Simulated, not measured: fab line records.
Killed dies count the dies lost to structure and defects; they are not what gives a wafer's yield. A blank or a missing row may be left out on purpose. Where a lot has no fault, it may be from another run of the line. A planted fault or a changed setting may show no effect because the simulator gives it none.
Chamber matching    flow nand harc    NHARC_A_CONTACT_DEP_29 on pecvd-03 has 3 sister chambers
The step deposits SiON, target thk 70 nm. 18 wafers are shown with their chamber, then 9 later ones without.

## EACH WAFER AND ITS CHAMBER
wafer   chamber  heater power w (W)
L075.2  1        821
L075.3  0        847
L075.4  2        617
L077.1  2        699
L077.4  1        845
L077.6  2        718
L083.1  2        713
L083.2  0        876
L083.3  1        832
L083.4  0        866
L083.5  2        722
L083.6  1        823
L084.4  1        836
L084.5  0        791
L084.6  2        697
L086.1  2        653
L086.2  0        869
L086.4  1        831

SIGNATURES (means of the wafers above)
reading         chamber 0  chamber 1  chamber 2  scatter within a chamber
heater power w  849.80     831.33     688.43     30.9
Rule: distance of a wafer from a chamber = root of the sum over the readings of ((wafer's reading minus chamber's mean) / reading's scatter) squared. If the next closest chamber is less than 2 further off than the closest, the wafer can't be placed; otherwise it belongs to the closest. How the scatter is found: for the shown wafers, subtract from each reading the mean of its chamber, square and add these, divide the total by (wafers less chambers), then take the root.

## WAFERS WHOSE CHAMBER IS MISSING
wafer   heater power w (W)
L091.1  825
L091.3  624
L091.4  820
L095.1  734
L095.2  725
L095.4  736
L097.3  814
L097.5  674
L097.6  729

## WHICH CHAMBER EACH WENT THROUGH
wafer    from the rows above       in truth
L091.1   can't be placed: 1 or 0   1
L091.3   2                         2
L091.4   can't be placed: 1 or 0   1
L095.1   can't be placed: 2 or 1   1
L095.2   2                         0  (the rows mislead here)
L095.4   can't be placed: 2 or 1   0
L097.3   can't be placed: 1 or 0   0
L097.5   2                         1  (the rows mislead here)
L097.6   can't be placed: 2 or 1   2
Placed correctly: 1 of 9. Cannot be placed on the basis of these rows: 6; the candidates contain the true chamber in 5. Number placed wrongly: 2.
